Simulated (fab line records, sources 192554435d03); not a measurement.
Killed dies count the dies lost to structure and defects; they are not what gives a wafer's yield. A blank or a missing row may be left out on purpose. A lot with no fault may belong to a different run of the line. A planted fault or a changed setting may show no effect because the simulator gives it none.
8D (eight disciplines) problem report, filled in by code	flow n5_finfet	the parts of the form that need people (team, actions taken, sign-off) are left out

== 1. PROBLEM STATEMENT ==
killed_at_M4_up at N5_PASSIVATION_PROBE_49 reads a mean of 118 on 2 wafers of 1 lot; wafers without a fault read 14 with a standard deviation of 6.4. That is +16 standard deviations from the usual mean.
Earliest sighting: wafer L260.4 on prober-02 at day 14 05:31. The record holds 3 wafers of 1 lot with a number at this step. Rule for "out", or "out of limits": more than 4 standard deviations from the usual mean. The other wafers with a number count as sound.

== 2. WHAT IT IS, AND WHAT IT ISN'T ==
question	is	is not
which readings at this step	killed_at_M4_up	killed_at_M0_to_M3, killed_at_contacts, killed_at_front_end, killed_at_other, killed_open, killed_short, sort_bin_4_leakage, sort_bin_6_memory, sort_bin_8_speed
which lots	L260	-
which wafers of those lots	L260.4, L260.5	L260.2
read on which tools	prober-02	-
when	from day 14 05:31	up to then (1 sound wafer)

== 3. WHAT RULES OUT EACH SUSPECT ==
Counting: a tool at a process step up to the reading stays a suspect if it ran every lot that is out. Sound lots after the first of them don't rule it out here, since some wafers of a struck lot are sound.
- ald_metal-02 at N5_BEOL_M6_ALD_77 (deposits TaN, target thk 2 nm, pulse time 2 s, purge time 3 s): kept. It ran the lot that is out, L260 (day 10 20:24).
- pvd_sputter-03 at N5_BEOL_M15_PRE_CLEAN_42 (time 30 s): kept. It ran the lot that is out, L260 (day 13 15:17).
- pvd_sputter-03 at N5_MIM_BOT_DEGAS_01 (time 60 s): kept. It ran the lot that is out, L260 (day 13 18:49).
- ald_hk-03 at N5_MIM_TOP_ALD_02 (deposits Al2O3, purge time 3 s, co reactant pulse time 3 s): kept. It ran the lot that is out, L260 (day 14 05:25). N5_MIM_TOP_ALD_02: start missing for some lots; hours and lot order therefore follow N5_PASSIVATION_PROBE_49.
- prober-02 at N5_PASSIVATION_PROBE_49: kept. It ran the lot that is out, L260 (day 14 05:25). Its own killed_at_M4_up readings are out on those wafers.
- Within ald_metal-02 at N5_BEOL_M6_ALD_77, the wafers that are out were processed in chamber 0 and their sound lot-mates in chamber 1.
- Within ald_hk-03 at N5_MIM_TOP_ALD_02: the wafers that are out ran in chambers 0, 2; their sound lot-mates ran in chamber 1.
Left after counting: ald_metal-02 at N5_BEOL_M6_ALD_77, pvd_sputter-03 at N5_BEOL_M15_PRE_CLEAN_42, pvd_sputter-03 at N5_MIM_BOT_DEGAS_01, ald_hk-03 at N5_MIM_TOP_ALD_02, prober-02 at N5_PASSIVATION_PROBE_49.

== 4. THE CAUSE (what the simulator had put in) ==
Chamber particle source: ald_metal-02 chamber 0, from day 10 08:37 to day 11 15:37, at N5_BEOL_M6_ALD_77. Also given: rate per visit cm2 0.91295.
5 suspects survive the count, and this tool is in that group.

== 5. THE EFFECT CHAIN, in route order ==
One row per reading whose mean, taken over the struck wafers that have a number, lies over 3 standard deviations from the usual. Scope: only readings with a usual standard deviation given in the record; hours: median across lots of the time from each lot's start at the first step in this table that gives one to its start at this step; sigmas: change in usual standard deviations.
hours	step	reading	usual	on struck wafers	change	sigmas
0	N5_PASSIVATION_PROBE_49	defect_limited_yield	91.3 %	84.3	-7.0	-4.1
0	N5_PASSIVATION_PROBE_49	killed_at_M4_up	14	118	+104	+16
0	N5_PASSIVATION_PROBE_49	killed_dies	103	186	+82	+4.1
0	N5_PASSIVATION_PROBE_49	killed_on_rim	13	26	+13	+3.2
0	N5_PASSIVATION_PROBE_49	sort_bin_5_function	5.1 %	9.8	+4.8	+4.3
0	N5_PASSIVATION_PROBE_49	sort_n_pass	1077	994	-82	-3.9
0	N5_PASSIVATION_PROBE_49	sort_yield_pct	91.2 %	84.3	-6.9	-4.1
Here are the process steps it includes:
- N5_PASSIVATION_PROBE_49

== 6. WHAT WOULD HAVE CAUGHT IT SOONER ==
In this record the first reading out of limits was taken at day 14 05:31, 93 hours after the fault began at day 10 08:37.
Tool readings at N5_BEOL_M6_ALD_77 with a usual standard deviation given in the record: none out on any struck wafer, hence no alarm at a limit of 4 standard deviations on them.
By day 14 05:31 the whole set of lots that are out, 1 in number, had already begun N5_BEOL_M6_ALD_77 on ald_metal-02. A hold on the tool at that time would have spared none of them.
